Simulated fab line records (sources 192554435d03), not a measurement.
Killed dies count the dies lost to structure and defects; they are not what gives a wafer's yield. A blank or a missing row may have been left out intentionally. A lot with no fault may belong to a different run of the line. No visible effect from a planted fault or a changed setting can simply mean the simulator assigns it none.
fab line records + flow n5-finfet
record:
- lots: 7
- wafers: 21
route steps=1938 shown BEOL_M14@1751 BEOL_M15@1801 PAD_METAL@1895
start-h: hours from the record's first day to the start of the lot's first wafer shown + wait-h: how many hours have passed since the lot's step before this one + " the same as in the row above + L1.1+2: a row that stands for several wafers + - value missing, or start not given + * or withheld: withheld + < > ~ a bound
route shown NAME@n: a module of which the file shows steps, and the number in the route of the first + usual: the fault-free wafers' mean and standard deviation + same: alike in all rows + chamber/n: place in a boat + sites: per-site readings + _std_site: the values' standard deviation + _edge_site: inner sites' mean taken away from outer sites' mean + radius-mm: how far each site lies from the wafer's centre + mask NAME#n: copy n + behind: the tool/chamber that last shaped the wafer + hold: why the lot went on hold/how many hours it stayed there/how the hold came to an end + device: the transistor (n, p or np) that didn't switch + end of line: the same wafers' tests at the end of the route + where a step has no rows: the recipe by itself + killed: at the first sort, the dies lost to defects and structure; wafer yield is something else + map: a wafer's dies, marking killed ones x, the rest . and places with no die _
set.NAME: the setting that was run; set.NAME@STEP: the one run at that earlier step + model.NAME: the simulator's own value behind a step, which no gauge read
lots where settings were altered on purpose, with a table for each step and a row for each wafer
== steps ==
step: N5_BEOL_M14_ETCH_68
recipe:
- chemistry: N2/H2
- target: SOC
- mask-material: SiARC
- source-w: 3000
- bias-w: 350
- temp-c: 40
- time-s: 450
- ion-energy-ev: 200
- pressure-mtorr: 30
- n2-flow-sccm: 200
- h2-flow-sccm: 200
| lot.wafer | tool        | chamber | start-h | wait-h | set.time-s | model.SiARC_of_BEOL_M14_COAT_66.thk-nm |
|-----------|-------------|---------|---------|--------|------------|----------------------------------------|
| L074.2    | rie-diel-04 | 0       | 252.28  | 0.1    | 545.5      | 54                                     |
| L074.4    | "           | 1       | "       | "      | 450        | 64.4                                   |
| L074.6    | "           | 1       | "       | "      | 450        | 64.8                                   |
| L077.1    | rie-diel-02 | 0       | 252.66  | 0.1    | 503.9      | 59                                     |
| L077.4    | "           | 0       | "       | "      | 450        | 64.6                                   |
| L077.6    | "           | 1       | "       | "      | 503.9      | 60                                     |
| L078.1    | rie-diel-02 | 1       | 275.01  | 0.1    | 450        | 65.6                                   |
| L078.2    | "           | 0       | "       | "      | 370.2      | 73                                     |
| L078.4    | "           | 2       | "       | "      | 450        | 65.2                                   |
| L083.2    | rie-diel-04 | 2       | 288.47  | 0.1    | 450        | 64.8                                   |
| L083.5    | "           | 1       | "       | "      | 353.8      | 75                                     |
| L083.6    | "           | 0       | "       | "      | 450        | 64.4                                   |
| L082.1    | rie-diel-02 | 0       | 292.42  | 0.1    | 359.5      | 73.4                                   |
| L082.2    | "           | 3       | "       | "      | 450        | 64.2                                   |
| L082.3    | "           | 2       | "       | "      | 359.5      | 74                                     |
| L087.1    | rie-diel-06 | 2       | 320.91  | 0.1    | 382.6      | 72.6                                   |
| L087.2    | "           | 3       | "       | "      | 450        | 65.6                                   |
| L087.4    | "           | 1       | "       | "      | 450        | 65.8                                   |
| L093.1    | rie-diel-02 | 0       | 363.86  | 0.1    | 450        | 64.6                                   |
| L093.3+5  | "           | 3,0     | "       | "      | 450        | 64.4                                   |
step: N5_BEOL_M14_TRENCH_ETCH_34
recipe:
- chemistry: C4F8/O2/Ar
- target: SiO2
- target-depth-a: 5566.5
- mask-material: SOC
- he-inner-torr: 15
- he-outer-torr: 30
- time-s: 126.9
- ion-energy-ev: 800
- pressure-mtorr: 20
- source-w: 1905
- bias-w: 2040
- Ar_flow_sccm: 400
- C4F8_flow_sccm: 16
- O2_flow_sccm: 12
usual:
- rf-vpp-V: 2228/17
| lot.wafer | tool        | chamber | start-h | wait-h | set.bias-w | rf-vpp-V |
|-----------|-------------|---------|---------|--------|------------|----------|
| L074.2    | rie-diel-04 | 0       | 252.55  | 0.0    | 2040       | 2213     |
| L074.4    | "           | 1       | "       | "      | 2215       | 2346     |
| L074.6    | "           | 1       | "       | "      | 2040       | 2217     |
| L077.1    | rie-diel-02 | 0       | 252.93  | 0.0    | 1757       | 1988     |
| L077.4    | "           | 0       | "       | "      | 2040       | 2210     |
| L077.6    | "           | 1       | "       | "      | 1757       | 2011     |
| L078.1    | rie-diel-02 | 1       | 275.28  | 0.0    | 2040       | 2234     |
| L078.2    | "           | 0       | "       | "      | 2040       | 2211     |
| L078.4    | "           | 2       | "       | "      | 2040       | 2236     |
| L083.2    | rie-diel-04 | 2       | 288.75  | 0.0    | 2040       | 2242     |
| L083.5    | "           | 1       | "       | "      | 2040       | 2218     |
| L083.6    | "           | 0       | "       | "      | 2040       | 2210     |
| L082.1    | rie-diel-02 | 0       | 292.69  | 0.0    | 2040       | 2210     |
| L082.2    | "           | 3       | "       | "      | 2040       | 2199     |
| L082.3    | "           | 2       | "       | "      | 2040       | 2236     |
| L087.1    | rie-diel-06 | 2       | 321.19  | 0.0    | 2040       | 2234     |
| L087.2    | "           | 3       | "       | "      | 1734       | 2005     |
| L087.4    | "           | 1       | "       | "      | 2040       | 2249     |
| L093.1    | rie-diel-02 | 0       | 364.13  | 0.0    | 2040       | 2207     |
| L093.3    | "           | 3       | "       | "      | 2040       | 2199     |
| L093.5    | "           | 0       | "       | "      | 2040       | 2211     |
step: N5_BEOL_M15_PEB_26
recipe:
- peb-temp-c: 130
- peb-time-s: 90
| lot.wafer  | tool           | chamber | start-h | wait-h | set.peb-temp-c |
|------------|----------------|---------|---------|--------|----------------|
| L074.2+4+6 | litho-track-02 | 0       | 256.91  | 0.0    | 130            |
| L077.1+4+6 | litho-track-02 | 0       | 258.13  | 0.1    | 130            |
| L078.1+2+4 | litho-track-02 | 0       | 281.74  | 0.1    | 130            |
| L083.2+5+6 | litho-track-01 | 0       | 294.04  | 0.0    | 130            |
| L082.1+3   | litho-track-02 | 0       | 296.82  | 0.1    | 130            |
| L082.2     | "              | 0       | "       | "      | 133.7          |
| L087.1+4   | litho-track-01 | 0       | 328.13  | 0.1    | 130            |
| L087.2     | "              | 0       | "       | "      | 132.1          |
| L093.1+3+5 | litho-track-01 | 0       | 371.37  | 0.1    | 130            |
step: N5_BEOL_M15_DEVELOP_27
recipe:
- develop-time-s: 45
- rinse-liquid: diw
- dry: air-spin
- dev-temp-c: 21
step: N5_BEOL_M15_HARDBAKE_32
recipe:
- temp-c: 130
- time-s: 120
step: N5_BEOL_M15_CD_MEAS_28
recipe:
- target-cd-nm: 407.6
- landing-energy-ev: 500
- detector: se-inlens
usual:
- cd-nm: 408.2/1.4
| lot.wafer | tool      | chamber | start-h | wait-h | set.peb-temp-c@BEOL_M15_PEB_26 | cd-nm |
|-----------|-----------|---------|---------|--------|--------------------------------|-------|
| L074.2    | cd-sem-02 | 0       | 257.03  | -      | 130                            | 409.0 |
| L074.4    | "         | 0       | "       | "      | 130                            | 408.2 |
| L074.6    | "         | 0       | "       | "      | 130                            | 408.2 |
| L077.1    | cd-sem-02 | 0       | 258.24  | -      | 130                            | 406.9 |
| L077.4    | "         | 0       | "       | "      | 130                            | 407.3 |
| L077.6    | "         | 0       | "       | "      | 130                            | 408.5 |
| L078.1    | cd-sem-01 | 0       | 281.86  | -      | 130                            | 408.4 |
| L078.2    | "         | 0       | "       | "      | 130                            | 406.2 |
| L078.4    | "         | 0       | "       | "      | 130                            | 407.4 |
| L083.2    | cd-sem-02 | 0       | 294.16  | -      | 130                            | 407.0 |
| L083.5    | "         | 0       | "       | "      | 130                            | 406.7 |
| L083.6    | "         | 0       | "       | "      | 130                            | 407.6 |
| L082.1    | cd-sem-01 | 0       | 296.94  | -      | 130                            | 409.6 |
| L082.2    | "         | 0       | "       | "      | 133.7                          | 424.5 |
| L082.3    | "         | 0       | "       | "      | 130                            | 409.2 |
| L087.1    | cd-sem-02 | 0       | 328.25  | -      | 130                            | 405.4 |
| L087.2    | "         | 0       | "       | "      | 132.1                          | 415.9 |
| L087.4    | "         | 0       | "       | "      | 130                            | 408.0 |
| L093.1    | cd-sem-01 | 0       | 371.49  | -      | 130                            | 406.9 |
| L093.3    | "         | 0       | "       | "      | 130                            | 407.8 |
| L093.5    | "         | 0       | "       | "      | 130                            | 407.4 |
step: N5_BEOL_M15_DESCUM_33
recipe:
- chemistry: O2
- time-s: 7.9
- source-power-w: 50
- bias-power-w: 20
- pressure-mtorr: 20
- rf-frequency-hz: 2.712e+07
- temp-c: 40
- o2-flow-sccm: 225
| lot.wafer | tool        | chamber | start-h | wait-h | set.peb-temp-c@BEOL_M15_PEB_26 | model.BEOL_M15.cd-nm |
|-----------|-------------|---------|---------|--------|--------------------------------|----------------------|
| L074.2    | rie-diel-01 | 0       | 257.12  | 0.0    | 130                            | 409                  |
| L074.4+6  | "           | 1,0     | "       | "      | 130                            | 408.2                |
| L077.1    | rie-diel-03 | 3       | 259.37  | 1.1    | 130                            | 407.2                |
| L077.4    | "           | 1       | "       | "      | 130                            | 406.8                |
| L077.6    | "           | 0       | "       | "      | 130                            | 408.6                |
| L078.1    | rie-diel-01 | 3       | 282.01  | 0.1    | 130                            | 408.6                |
| L078.2    | "           | 0       | "       | "      | 130                            | 406.2                |
| L078.4    | "           | 0       | "       | "      | 130                            | 407.2                |
| L083.2+5  | rie-diel-01 | 2,3     | 294.24  | 0.0    | 130                            | 406.8                |
| L083.6    | "           | 2       | "       | "      | 130                            | 407.8                |
| L082.1+3  | rie-diel-05 | 3,1     | 297.62  | 0.6    | 130                            | 409.2                |
| L082.2    | "           | 2       | "       | "      | 133.7                          | 424.6                |
| L087.1    | rie-diel-05 | 2       | 328.34  | 0.0    | 130                            | 405.6                |
| L087.2    | "           | 0       | "       | "      | 132.1                          | 416                  |
| L087.4    | "           | 3       | "       | "      | 130                            | 408                  |
| L093.1    | rie-diel-05 | 1       | 372.03  | 0.5    | 130                            | 407.2                |
| L093.3+5  | "           | 0       | "       | "      | 130                            | 407.4                |
step: N5_BEOL_M15_ETCH_61
recipe:
- chemistry: N2/H2
- target: BARC
- target-depth-a: 890
- overetch-a: 267
- time-s: 67.9
- ion-energy-ev: 200
- pressure-mtorr: 30
- source-w: 840
- bias-w: 150
- n2-flow-sccm: 200
- h2-flow-sccm: 200
| lot.wafer | tool        | chamber | start-h | wait-h | set.peb-temp-c@BEOL_M15_PEB_26 | model.BEOL_M15.cd-nm |
|-----------|-------------|---------|---------|--------|--------------------------------|----------------------|
| L074.2    | rie-diel-01 | 0       | 257.15  | 0.0    | 130                            | 401.8                |
| L074.4+6  | "           | 1,0     | "       | "      | 130                            | 401                  |
| L077.1    | rie-diel-03 | 3       | 259.40  | 0.0    | 130                            | 399.6                |
| L077.4    | "           | 1       | "       | "      | 130                            | 399.2                |
| L077.6    | "           | 0       | "       | "      | 130                            | 401                  |
| L078.1    | rie-diel-01 | 3       | 282.04  | 0.0    | 130                            | 400.6                |
| L078.2    | "           | 0       | "       | "      | 130                            | 398.2                |
| L078.4    | "           | 0       | "       | "      | 130                            | 399.8                |
| L083.2    | rie-diel-01 | 2       | 294.28  | 0.0    | 130                            | 399.4                |
| L083.5    | "           | 3       | "       | "      | 130                            | 399.8                |
| L083.6    | "           | 2       | "       | "      | 130                            | 401.4                |
| L082.1    | rie-diel-05 | 3       | 297.66  | 0.0    | 130                            | 401.6                |
| L082.2    | "           | 2       | "       | "      | 133.7                          | 416.6                |
| L082.3    | "           | 1       | "       | "      | 130                            | 401                  |
| L087.1    | rie-diel-05 | 2       | 328.37  | 0.0    | 130                            | 397.4                |
| L087.2    | "           | 0       | "       | "      | 132.1                          | 408.6                |
| L087.4    | "           | 3       | "       | "      | 130                            | 399.8                |
| L093.1    | rie-diel-05 | 1       | 372.06  | 0.0    | 130                            | 399.2                |
| L093.3    | "           | 0       | "       | "      | 130                            | 399.8                |
| L093.5    | "           | 0       | "       | "      | 130                            | 400.4                |
step: N5_BEOL_M15_TRENCH_ETCH_34
recipe:
- chemistry: C4F8/O2/Ar
- target: SiO2
- target-depth-a: 8729.3
- he-inner-torr: 15
- he-outer-torr: 30
- time-s: 199
- ion-energy-ev: 800
- pressure-mtorr: 20
- source-w: 1905
- bias-w: 2040
- Ar_flow_sccm: 400
- C4F8_flow_sccm: 16
- O2_flow_sccm: 12
| lot.wafer | tool        | chamber | start-h | wait-h | set.time-s | set.peb-temp-c@BEOL_M15_PEB_26 | model.etch.depth-nm | model.coat_of_BEOL_M15_COAT_22.thk-nm | model.BEOL_M15.cd-nm |
|-----------|-------------|---------|---------|--------|------------|--------------------------------|---------------------|---------------------------------------|----------------------|
| L074.2    | rie-diel-01 | 0       | 257.20  | 0.0    | 199        | 130                            | 898.3               | 537.8                                 | 402.6                |
| L074.4    | "           | 1       | "       | "      | 199        | 130                            | 894.7               | 536.8                                 | 401.4                |
| L074.6    | "           | 0       | "       | "      | 217.4      | 130                            | 980.4               | 523                                   | 402.2                |
| L077.1    | rie-diel-03 | 3       | 259.45  | 0.0    | 158.5      | 130                            | 691.4               | 582.4                                 | 397.8                |
| L077.4    | "           | 1       | "       | "      | 158.5      | 130                            | 703.5               | 576.2                                 | 397.8                |
| L077.6    | "           | 0       | "       | "      | 199        | 130                            | 861.7               | 546.2                                 | 400.8                |
| L078.1    | rie-diel-01 | 3       | 282.10  | 0.0    | 222.3      | 130                            | 1011                | 514                                   | 401.8                |
| L078.2    | "           | 0       | "       | "      | 199        | 130                            | 902.1               | 535.8                                 | 398.6                |
| L078.4    | "           | 0       | "       | "      | 199        | 130                            | 892.4               | 537                                   | 399.8                |
| L083.2    | rie-diel-01 | 2       | 294.33  | 0.0    | 199        | 130                            | 878.4               | 539                                   | 399.6                |
| L083.5    | "           | 3       | "       | "      | 199        | 130                            | 894                 | 536.2                                 | 400                  |
| L083.6    | "           | 2       | "       | "      | 199        | 130                            | 875.4               | 539.2                                 | 401.4                |
| L082.1    | rie-diel-05 | 3       | 297.71  | 0.0    | 229.9      | 130                            | 999.6               | 514.8                                 | 403                  |
| L082.2    | "           | 2       | "       | "      | 199        | 133.7                          | 841.8               | 551                                   | 416.4                |
| L082.3    | "           | 1       | "       | "      | 199        | 130                            | 873.2               | 541.2                                 | 401.2                |
| L087.1    | rie-diel-05 | 2       | 328.42  | 0.0    | 186.2      | 130                            | 810.8               | 551.4                                 | 397                  |
| L087.2    | "           | 0       | "       | "      | 186.2      | 132.1                          | 836.4               | 545.2                                 | 408.8                |
| L087.4    | "           | 3       | "       | "      | 199        | 130                            | 883.7               | 534.6                                 | 400.2                |
| L093.1    | rie-diel-05 | 1       | 372.12  | 0.0    | 199        | 130                            | 886                 | 543.4                                 | 399.6                |
| L093.3    | "           | 0       | "       | "      | 199        | 130                            | 890.4               | 545.2                                 | 400                  |
| L093.5    | "           | 0       | "       | "      | 199        | 130                            | 892.6               | 543                                   | 400.4                |
step: N5_BEOL_M15_CMP_49
recipe:
- stop-on: SiO2
- t-overpolish-s: 4.9
- down-force-psi: 2
- platen-rpm: 80
- clearing-platen-down-force-psi: 2
- clearing-platen-rpm: 80
- post-cmp-clean: cu-alkaline
- target-thk-nm: 850
- clearing-platen-pad-velocity-m-s: 1.5917
- pad-velocity-m-s: 1.5917
| lot.wafer | tool   | chamber | start-h | wait-h | set.platen-rpm | set.time-s@BEOL_M15_TRENCH_ETCH_34 | model.Cu_of_BEOL_M15_ECD_47.thk-nm |
|-----------|--------|---------|---------|--------|----------------|------------------------------------|------------------------------------|
| L074.4    | cmp-04 | 1       | 260.86  | 0.2    | 78.62          | 199                                | 873.4                              |
| L074.2    | "      | 2       | "       | "      | 78.62          | 199                                | 875.8                              |
| L074.6    | "      | 3       | "       | "      | 80             | 217.4                              | 959.4                              |
| L077.4    | cmp-04 | 3       | 262.67  | 0.1    | 78.44          | 158.5                              | 681.2                              |
| L077.1    | "      | 2       | "       | "      | 78.44          | 158.5                              | 669.8                              |
| L077.6    | "      | 3       | "       | "      | 80             | 199                                | 840                                |
| L078.2    | cmp-01 | 2       | 284.84  | 0.2    | 80             | 199                                | 879.2                              |
| L078.4    | "      | 3       | "       | "      | 80             | 199                                | 870.2                              |
| L078.1    | "      | 0       | "       | "      | 77.96          | 222.3                              | 988.8                              |
| L082.2    | cmp-04 | 3       | 299.62  | 0.2    | 80             | 199                                | 817.8                              |
| L082.1    | "      | 1       | "       | "      | 80             | 229.9                              | 976.2                              |
| L082.3    | "      | 2       | "       | "      | 80             | 199                                | 849.6                              |
| L083.2    | cmp-02 | 2       | 299.64  | 0.2    | 80             | 199                                | 853.8                              |
| L083.6    | "      | 1       | "       | "      | 80             | 199                                | 851.2                              |
| L083.5    | "      | 2       | "       | "      | 80             | 199                                | 870.6                              |
| L087.1    | cmp-02 | 2       | 331.53  | 0.4    | 80             | 186.2                              | 788.8                              |
| L087.4    | "      | 3       | "       | "      | 80             | 199                                | 860.4                              |
| L087.2    | "      | 0       | "       | "      | 80             | 186.2                              | 812.6                              |
| L093.3    | cmp-02 | 3       | 375.70  | 0.2    | 80             | 199                                | 866                                |
| L093.1    | "      | 0       | "       | "      | 80             | 199                                | 861.2                              |
| L093.5    | "      | 3       | "       | "      | 80             | 199                                | 869.6                              |
step: N5_BEOL_M15_DEP_53
recipe:
- material: SiCN
- target-thk-a: 500
- temp-c: withheld
- precursor: 3MS/NH3
- pressure-torr: 3
- rf-w: 675
- time-s: 17.8
| lot.wafer | tool     | chamber | start-h | wait-h | set.time-s | model.SiCN_of_BEOL_M15_DEP_53.thk-nm |
|-----------|----------|---------|---------|--------|------------|--------------------------------------|
| L074.2    | pecvd-03 | 2       | 261.14  | 0.0    | 17.8       | 50.2                                 |
| L074.4    | "        | 2       | "       | "      | 17.8       | 50.6                                 |
| L074.6    | "        | 0       | "       | "      | 19.47      | 55.2                                 |
| L077.1    | pecvd-04 | 2       | 263.02  | 0.0    | 17.8       | 49.2                                 |
| L077.4    | "        | 1       | "       | "      | 20.03      | 56.2                                 |
| L077.6    | "        | 2       | "       | "      | 20.03      | 56.8                                 |
| L078.1    | pecvd-03 | 2       | 285.16  | 0.0    | 17.8       | 49.8                                 |
| L078.2    | "        | 1       | "       | "      | 17.8       | 49.6                                 |
| L078.4    | "        | 1       | "       | "      | 17.8       | 50.4                                 |
| L083.2    | pecvd-03 | 2       | 299.96  | 0.0    | 17.8       | 50.4                                 |
| L083.5    | "        | 0       | "       | "      | 20.44      | 58                                   |
| L083.6    | "        | 1       | "       | "      | 20.44      | 57.8                                 |
| L082.1    | pecvd-03 | 2       | 300.02  | 0.0    | 19.87      | 55.4                                 |
| L082.2    | "        | 1       | "       | "      | 19.87      | 55.6                                 |
| L082.3    | "        | 0       | "       | "      | 17.8       | 49.8                                 |
| L087.1    | pecvd-04 | 2       | 331.88  | 0.0    | 16.02      | 43.6                                 |
| L087.2    | "        | 0       | "       | "      | 16.02      | 45                                   |
| L087.4    | "        | 0       | "       | "      | 17.8       | 50.4                                 |
| L093.1+3  | pecvd-01 | 1,0     | 376.06  | 0.0    | 17.8       | 49.6                                 |
| L093.5    | "        | 1       | "       | "      | 17.8       | 50.8                                 |
step: N5_PASSIVATION_SPUTTER_20
recipe:
- material: TaN
- target-thk-a: 500
- temp-c: 25
- chamber-pressure-pa: 0.4
| lot.wafer | tool           | chamber | start-h | wait-h | set.target-thk-a | model.TaN_of_PASSIVATION_SPUTTER_20.thk-nm |
|-----------|----------------|---------|---------|--------|------------------|--------------------------------------------|
| L074.2    | pvd-sputter-01 | -       | 269.26  | 0.0    | 544.9            | 53.8                                       |
| L074.4    | "              | -       | "       | "      | 500              | 49.8                                       |
| L074.6    | "              | -       | "       | "      | 544.9            | 54.2                                       |
| L077.1    | pvd-sputter-01 | -       | 273.09  | 0.0    | 534.9            | 54.2                                       |
| L077.4    | "              | -       | "       | "      | 534.9            | 53.4                                       |
| L077.6    | "              | -       | "       | "      | 500              | 50                                         |
| L078.1    | pvd-sputter-01 | -       | 292.80  | 0.0    | 440.9            | 44.6                                       |
| L078.2    | "              | -       | "       | "      | 440.9            | 44.8                                       |
| L078.4    | "              | -       | "       | "      | 500              | 50.2                                       |
| L083.2    | pvd-sputter-01 | -       | 309.20  | 0.0    | 555.1            | 55                                         |
| L083.5    | "              | -       | "       | "      | 555.1            | 55.2                                       |
| L083.6    | "              | -       | "       | "      | 500              | 49.6                                       |
| L082.1    | pvd-sputter-02 | -       | 309.32  | 0.0    | 500              | 50.2                                       |
| L082.2    | "              | -       | "       | "      | 482.1            | 48.4                                       |
| L082.3    | "              | -       | "       | "      | 500              | 49.8                                       |
| L087.1    | pvd-sputter-01 | -       | 339.78  | 0.0    | 500              | 50.2                                       |
| L087.2    | "              | -       | "       | "      | 466              | 46.8                                       |
| L087.4    | "              | -       | "       | "      | 466              | 47.2                                       |
| L093.1+5  | pvd-sputter-02 | -       | 383.90  | 0.0    | 500              | 50.6                                       |
| L093.3    | "              | -       | "       | "      | 500              | 50.8                                       |
step: N5_PASSIVATION_AL_DEP_21
recipe:
- material: Al
- target-thk-a: 28000
- temp-c: 400
- time-s: 170
- power-w: 30000
- chamber-pressure-pa: 0.4
- gas: Ar
| lot.wafer | tool           | chamber | start-h | wait-h | set.time-s | model.Al_of_PASSIVATION_AL_DEP_21.thk-nm |
|-----------|----------------|---------|---------|--------|------------|------------------------------------------|
| L074.2    | pvd-sputter-01 | -       | 269.36  | 0.1    | 170        | 2772                                     |
| L074.4    | "              | -       | "       | "      | 148.5      | 2429                                     |
| L074.6    | "              | -       | "       | "      | 148.5      | 2446                                     |
| L077.1    | pvd-sputter-01 | -       | 273.19  | 0.1    | 170        | 2761                                     |
| L077.4    | "              | -       | "       | "      | 170        | 2765                                     |
| L077.6    | "              | -       | "       | "      | 170        | 2789                                     |
| L078.1+4  | pvd-sputter-01 | -       | 292.90  | 0.1    | 163.5      | 2657                                     |
| L078.2    | "              | -       | "       | "      | 163.5      | 2668                                     |
| L083.2    | pvd-sputter-01 | -       | 309.30  | 0.1    | 170        | 2805                                     |
| L083.5    | "              | -       | "       | "      | 152.8      | 2536                                     |
| L083.6    | "              | -       | "       | "      | 152.8      | 2541                                     |
| L082.1    | pvd-sputter-02 | -       | 309.42  | 0.1    | 155.7      | 2564                                     |
| L082.2    | "              | -       | "       | "      | 170        | 2821                                     |
| L082.3    | "              | -       | "       | "      | 170        | 2813                                     |
| L087.1    | pvd-sputter-01 | -       | 339.88  | 0.1    | 162.9      | 2673                                     |
| L087.2    | "              | -       | "       | "      | 170        | 2794                                     |
| L087.4    | "              | -       | "       | "      | 170        | 2783                                     |
| L093.1    | pvd-sputter-02 | -       | 384.00  | 0.1    | 170        | 2779                                     |
| L093.3    | "              | -       | "       | "      | 170        | 2826                                     |
| L093.5    | "              | -       | "       | "      | 170        | 2811                                     |
== key ==
split:
- step: N5_BEOL_M14_ETCH_68
- setting: time-s
- stated: 450
- by: wafer
response:
- step: N5_BEOL_M14_ETCH_68
- reading: model.SiARC_of_BEOL_M14_COAT_66.thk-nm
- change: -0.47
- per: 1%
- r: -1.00
split:
- step: N5_BEOL_M14_TRENCH_ETCH_34
- setting: bias-w
- stated: 2040
- by: wafer
response:
- step: N5_BEOL_M14_TRENCH_ETCH_34
- reading: rf-vpp-V
- change: +15.5
- per: 1%
- r: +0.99
split:
- step: N5_BEOL_M15_PEB_26
- setting: peb-temp-c
- stated: 130
- by: wafer
response:
- step: N5_BEOL_M15_CD_MEAS_28
- reading: cd-nm
- change: +5.39
- per: 1%
- r: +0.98
response:
- step: N5_BEOL_M15_DESCUM_33
- reading: model.BEOL_M15.cd-nm
- change: +5.48
- per: 1%
- r: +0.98
response:
- step: N5_BEOL_M15_ETCH_61
- reading: model.BEOL_M15.cd-nm
- change: +5.57
- per: 1%
- r: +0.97
response:
- step: N5_BEOL_M15_TRENCH_ETCH_34
- reading: model.BEOL_M15.cd-nm
- change: +5.34
- per: 1%
- r: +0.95
split:
- step: N5_BEOL_M15_TRENCH_ETCH_34
- setting: time-s
- stated: 199
- by: wafer
response:
- step: N5_BEOL_M15_TRENCH_ETCH_34
- reading: model.etch.depth-nm
- change: +8.75
- per: 1%
- r: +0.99
response:
- step: N5_BEOL_M15_TRENCH_ETCH_34
- reading: model.coat_of_BEOL_M15_COAT_22.thk-nm
- change: -1.79
- per: 1%
- r: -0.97
response:
- step: N5_BEOL_M15_CMP_49
- reading: model.Cu_of_BEOL_M15_ECD_47.thk-nm
- change: +8.77
- per: 1%
- r: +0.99
split:
- step: N5_BEOL_M15_CMP_49
- setting: platen-rpm
- stated: 80
- by: wafer
response none clear
split:
- step: N5_BEOL_M15_DEP_53
- setting: time-s
- stated: 17.8
- by: wafer
response:
- step: N5_BEOL_M15_DEP_53
- reading: model.SiCN_of_BEOL_M15_DEP_53.thk-nm
- change: +0.536
- per: 1%
- r: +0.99
split:
- step: N5_PASSIVATION_SPUTTER_20
- setting: target-thk-a
- stated: 500
- by: wafer
response:
- step: N5_PASSIVATION_SPUTTER_20
- reading: model.TaN_of_PASSIVATION_SPUTTER_20.thk-nm
- change: +0.483
- per: 1%
- r: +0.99
split:
- step: N5_PASSIVATION_AL_DEP_21
- setting: time-s
- stated: 170
- by: wafer
response:
- step: N5_PASSIVATION_AL_DEP_21
- reading: model.Al_of_PASSIVATION_AL_DEP_21.thk-nm
- change: +27.2
- per: 1%
- r: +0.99
